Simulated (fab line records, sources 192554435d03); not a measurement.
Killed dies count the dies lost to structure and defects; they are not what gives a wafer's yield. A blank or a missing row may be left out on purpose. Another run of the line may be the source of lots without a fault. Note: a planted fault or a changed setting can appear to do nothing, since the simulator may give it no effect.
Struck lot and sound lot, side by side -- flow n5 finfet -- 39 steps out of a route of 1938
Sound: the wafers L234.1, L234.2, L234.4. Struck: wafer L246.3 (left out: L246.4, L246.6 of the same lot, which were not struck); the cause appears at the end.
Per side, at each step with rows, come the tool, then ch with its chambers, and then its first start. Under that, the readings that differ: sound wafers -- struck wafers -- difference of the means -- sigmas: that difference in standard deviations of wafers without a fault.
alike: readings whose means differ by less than 2 such deviations, and words and numbers that are the same on both sides. not compared: withheld readings, readings that some wafer has no value for, bounds like >300 that may hide the same value, and numbers for which the record gives no deviation and whose values overlap.
Wherever a step has rows on one side only, a row that says differs or no value, or a row with sigmas, the two part there. Numbers that have no deviation but don't overlap get no sigmas and don't part them. Lack of a reading on every wafer of one side parts them only where that side has two or more wafers.

first, 9 steps without rows for these wafers: N5_DUMMY_GATE_DESCUM_20 (chemistry O2, time 6.2 s); N5_DUMMY_GATE_ETCH_29 (etches underlayer in N2/H2, target depth 13 nm); N5_DUMMY_GATE_ETCH_36 (etches SiARC in CF4, target depth 13 nm); N5_DUMMY_GATE_ETCH_37 (etches SOC in N2/H2, target depth 60 nm, overetch 30 nm); N5_DUMMY_GATE_STRIP_38 (strips in N2/H2); N5_DUMMY_GATE_STRIP_39 (strips in N2/H2); N5_DUMMY_GATE_TRIM_49 (chemistry O2, time 29 s, target cd 14 nm); N5_DUMMY_GATE_STRIP_40 (strips in CF4); N5_DUMMY_GATE_ETCH_31 (etches SiO2 in C4F6/O2, target depth 82.5 nm, time 27.5 s).
N5_DUMMY_GATE_STRIP_41: strips in O2.
  sound on rie diel-04 ch 0,2,3, day 4 11:11; struck on rie diel-04 ch 2, day 7 11:22
  alike: drypump motor current A, oes product au, rf vpp V, showerhead plenum p Torr, throttle valve pct
  not compared: rf hours counter h
then, 11 steps without rows for these wafers: N5_DUMMY_GATE_HM_OPEN_21 (chemistry CH3F/O2, target SiNx, target depth 120 nm, time 171.4 s); N5_DUMMY_GATE_ETCH_32 (etches SiO2 in CF4, target depth 3.5 nm, time 3.9 s); N5_DUMMY_GATE_ETCH_23 (etches poly-Si in HBr/Cl2/O2, target depth 41 nm, time 22.3 s); N5_DUMMY_GATE_ETCH_44 (etches poly-Si in HBr/O2, stops on SiO2, target depth 127.5 nm); N5_DUMMY_GATE_ETCH_42 (etches SiO2 in CHF3/O2, target depth 3.5 nm, time 31 s); N5_DUMMY_GATE_STRIP_48 (strips in N2/H2, time 20 s); N5_DUMMY_GATE_PRECLEAN_33 (cleans in dHF, time 10 s); N5_DUMMY_GATE_PRECLEAN_25 (cleans in O3/DIW, time 45 s); N5_DUMMY_GATE_PRECLEAN_51 (cleans in SC2, time 45 s); N5_DUMMY_GATE_SRD_26 (time 30 s); N5_DUMMY_GATE_UV_OZONE_45 (time 120 s).
N5_DUMMY_GATE_INSPECT_27: inspects for defects (brightfield).
  sound on defect inspect-02 at day 4 11:52; struck on defect inspect-01 at day 7 12:02
reading,sound,struck,difference,sigmas
raw defect count,342 229 312,1243,+949,+9
then, 3 steps without rows for these wafers: N5_SPACER0_ALD_07 (deposits SiNx, target thk 2 nm); N5_SPACER0_ALD_00 (deposits SiOCN, target thk 3.5 nm, pulse time 3 s, purge time 2 s); N5_SPACER0_ALD_08 (deposits SiNx, target thk 2 nm).
N5_SPACER0_INSPECT_04: inspects for defects (darkfield).
  sound on defect inspect-01 at day 4 12:28; struck on defect inspect-02 at day 7 12:38
reading,sound,struck,difference,sigmas
raw defect count,180 107 185,1074,+917,+24
then, 8 steps without rows for these wafers: N5_SD_EPI_N_COAT_32 (time 60 s, resist thk 350 nm); N5_SD_EPI_N_COAT_33 (time 60 s, resist thk 35 nm); N5_SD_EPI_N_COAT_03 (resist thk 150 nm); N5_SD_EPI_N_EBR_05; N5_SD_EPI_N_SOFTBAKE_04 (time 60 s); N5_SD_EPI_N_EXPOSE_06 (exposes mask SD N BLK, target cd 120 nm); N5_SD_EPI_N_PEB_07 (peb time 60 s); N5_SD_EPI_N_DEVELOP_08 (develop time 30 s).
N5_SD_EPI_N_INSPECT_11: inspects for defects (macro).
  sound on defect inspect-02 at day 4 12:47; struck on defect inspect-02 at day 7 13:06
reading,sound,struck,difference,sigmas
raw defect count,1 0 4,>300,differs,
then, 1 step without rows for these wafers: N5_SD_EPI_N_DESCUM_14 (chemistry O2, time 7.9 s).
N5_SD_EPI_N_INSPECT_26: inspects for defects (darkfield).
  sound on defect inspect-02 at day 4 17:50; struck on defect inspect-02 at day 7 17:54
reading,sound,struck,difference,sigmas
raw defect count,223 154 211,1124,+928,+19
-- the record jumps here: 5 days lie between the struck wafers' starts before and after (it left off in module SD_EPI_N and takes up again in module BEOL_M4, whose first step shown is number 1111 of the route) --
N5_BEOL_M4_RC_MEAS_101:
  sound on prober-01 ch 0, day 9 23:17; struck on prober-02 ch 0, day 12 20:30
reading,sound,struck,difference,sigmas
DIBL_P (mV/V),41 45 44,37,-6,-2
  alike: DIBL_N, IOFF_N, IOFF_P, ION_N, ION_P, SS_N, SS_P, VT_N, VT_P
-- record jumps: 5 days separate the struck wafers' starts on either side; left off in module BEOL_M4, taken up again in module PASSIVATION, whose first shown step is the route's number 1936 --
N5_PASSIVATION_PROBE_49:
  only the struck wafers here have rows in the record (prober-01, day 17 14:08); the sound ones have none

WHERE THEY PART
Last at N5_PASSIVATION_PROBE_49 as far as this record goes, first at N5_DUMMY_GATE_INSPECT_27.

WHY: the cause the simulator had injected
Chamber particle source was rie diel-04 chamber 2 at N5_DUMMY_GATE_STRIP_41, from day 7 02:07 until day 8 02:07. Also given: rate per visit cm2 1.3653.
